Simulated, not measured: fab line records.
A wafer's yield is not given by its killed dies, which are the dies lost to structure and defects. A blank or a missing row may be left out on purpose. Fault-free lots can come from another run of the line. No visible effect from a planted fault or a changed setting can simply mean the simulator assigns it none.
The tool behind it: which one? | flow nand_harc | 10 lots with 30 wafers sampled at 2 steps, on a route of 1159 steps

== WHAT THE GAUGES SHOWED, per wafer ==
NHARC_A_CHANNEL_HOLE_D1_CD_MEAS_30.
lot  | measured     | on        | cd_nm (nm)
L075 | day 8 22:26  | cd_sem-03 | 89.7 93.4 90.1
L077 | day 9 02:37  | cd_sem-03 | 91.6 90.9 88.7
L081 | day 9 23:28  | cd_sem-02 | 90.1 90.7 91.7
L082 | day 10 12:52 | cd_sem-02 | 90.8 88.9 91.4
L084 | day 11 17:28 | cd_sem-02 | 88.0 88.3 89.2
L088 | day 11 21:08 | cd_sem-03 | 90.7 89.4 94.1
L087 | day 12 01:19 | cd_sem-03 | 93.3 89.5 89.5
L093 | day 12 15:34 | cd_sem-03 | 91.6 91.6 88.3
L092 | day 12 20:07 | cd_sem-02 | 93.7 91.0 91.0
L096 | day 13 20:18 | cd_sem-01 | 92.0 93.6 92.2

== EACH LOT AND THE TOOL THAT RAN IT (in order: tool; ch and the chambers of the sampled wafers; start) ==
lot  | NHARC_A_CHANNEL_HOLE_D1_ETCH_44
L075 | rie_diel-01 ch 0,1,2, day 8 21:39
L077 | rie_diel-06 ch 0,1,3, day 9 01:50
L081 | rie_diel-01 ch 0,1,2, day 9 22:40
L082 | rie_diel-03 ch 0,1,2, day 10 12:02
L084 | rie_diel-03 ch 3, day 11 16:18
L088 | rie_diel-06 ch 2,3, day 11 20:20
L087 | rie_diel-06 ch 0,1,2, day 12 00:31
L093 | rie_diel-01 ch 1,2,3, day 12 14:46
L092 | rie_diel-03 ch 1,2,3, day 12 19:19
L096 | rie_diel-01 ch 0,1,2, day 13 19:31
- NHARC_A_CHANNEL_HOLE_D1_ETCH_44: etches the open film in CF4/O2, target depth 140 nm, overetch 14 nm, time 77 s.

== THE ANSWER, worked out from the rows above alone ==
Rule: what is usual is taken from the lots themselves. Put in order of their means at a reading, lots are off if they are a third of the lots or fewer, leave a main group of 4 or more, and stand apart from it by a gap of 3 or more times the standard deviation of the main group's means; of several such gaps the widest counts. A main group whose means are all the same, to the digits that the tables above print for the reading, isn't used. Also off: a lot with no number at a reading for which 4 or more lots have one. All remaining lots with rows at the step are treated as sound.
No lot is off on any of the readings shown, so nothing can be concluded from this.

== WHAT THE SIMULATOR PUT IN ==
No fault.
